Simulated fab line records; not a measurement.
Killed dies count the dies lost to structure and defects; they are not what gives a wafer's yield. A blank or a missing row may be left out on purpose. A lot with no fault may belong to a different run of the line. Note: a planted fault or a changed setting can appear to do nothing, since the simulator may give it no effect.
Struck lot and sound lot, side by side	flow nand harc	15 out of 1302 route steps
Sound: these wafers, L414.1, L414.3, L414.4. Struck: wafer L422.2; the same lot's L422.4 was not struck, so it is left out; see the end for the cause.
Order at every step that has rows: each side's tool, ch and its chambers, its first start. Under that, the readings that differ: sound wafers	struck wafers	difference of the means	sigmas: that difference in standard deviations of wafers without a fault.
alike: a reading whose means differ by less than 2 such deviations, as well as words and numbers matching on both sides. not compared: withheld readings; readings where some wafer has no value; bounds like >300 that might hide an equal value; numbers whose values overlap and for which the record gives no deviation.
Wherever a step has rows on one side only, a row that says differs or no value, or a row with sigmas, the two part there. Numbers that have no deviation but don't overlap get no sigmas and don't part them. A reading missing from all wafers of one side parts the sides only when that side holds two or more wafers.

first, 8 steps without rows for these wafers: NHARC_A_SLIT_DEHYDRATE_01 (time 120 s); NHARC_A_SLIT_HMDS_02 (time 30 s); NHARC_A_SLIT_COAT_03 (resist thk 90 nm); NHARC_A_SLIT_SOFTBAKE_04 (time 55 s); NHARC_A_SLIT_EBR_05; NHARC_A_SLIT_EXPOSE_06 (exposes mask SLIT); NHARC_A_SLIT_PEB_07 (peb time 65 s); NHARC_A_SLIT_DEVELOP_08 (develop time 35 s).
NHARC_A_SLIT_CD_MEAS_09 targets a cd of 300 nm.
  sound on cd sem-01 ch 0, day 20 08:17; struck on cd sem-01 ch 0, day 24 08:23
reading	sound	struck	difference	sigmas
cd nm (nm)	299.3 299.4 299.4	300.5	+1.1	+2
NHARC_A_SLIT_OVL_MEAS_10:
  sound on overlay-02, day 20 08:23; struck on overlay-01, day 24 08:28
reading	sound	struck	difference	sigmas
overlay y nm (nm)	-0.6 -1.3 -1.5	0.8	+1.9	+2
  alike: overlay x nm
NHARC_A_SLIT_INSPECT_11:
  sound on defect inspect-01, day 20 08:25; struck on defect inspect-02, day 24 08:31
reading	sound	struck	difference	sigmas
raw defect count	87 77 62	11	-64	-3
NHARC_A_SLIT_DESCUM_14: chemistry O2, time 3 s.
  sound on rie diel-01 ch 0,1,2, day 20 08:29; struck on rie diel-03 ch 0, day 24 08:35
  alike: drypump motor current A, mfc ar sccm, oes product au, rf vpp V, showerhead plenum p Torr, throttle valve pct
  not compared: rf hours counter h
NHARC_A_SLIT_ETCH_24: etches the open film in CF4/CHF3, target depth 121 nm, time 60.5 s.
  sound on rie diel-01 ch 0,1,2, day 20 08:35; struck on rie diel-03 ch 0, day 24 08:40
reading	sound	struck	difference	sigmas
run length s (s)	81.6 82.0 82.0	68.0	-13.9	-36
  alike: drypump motor current A, mfc ar sccm, oes product au, rf vpp V, showerhead plenum p Torr, throttle valve pct
  not compared: rf hours counter h
NHARC_A_SLIT_ETCH_15: etches the open film in O2/COS, target depth 6200 nm, time 1612 s.
  sound on rie diel-01 ch 0,2,3; struck on rie diel-03 ch 1
reading	sound	struck	difference	sigmas
run length s (s)	1633.4 1634.2 1633.5	1632.9	-0.8	-2
  alike: drypump motor current A, mfc ar sccm, oes product au, rf vpp V, showerhead plenum p Torr, throttle valve pct
  not compared: rf hours counter h
-- the record jumps here: 5 days lie between the struck wafers' starts before and after (it left off in module A_SLIT and takes up again in module END, whose first step shown is number 1302 of the route) --
NHARC_END_SORT_01:
  here the record holds rows for the struck wafers (prober-01 ch 0, day 29 03:11) but none for the sound ones

## WHERE THEY PART
At NHARC_A_SLIT_CD_MEAS_09 first; at NHARC_END_SORT_01 last (within this record only).

WHY: whatever the simulator had introduced
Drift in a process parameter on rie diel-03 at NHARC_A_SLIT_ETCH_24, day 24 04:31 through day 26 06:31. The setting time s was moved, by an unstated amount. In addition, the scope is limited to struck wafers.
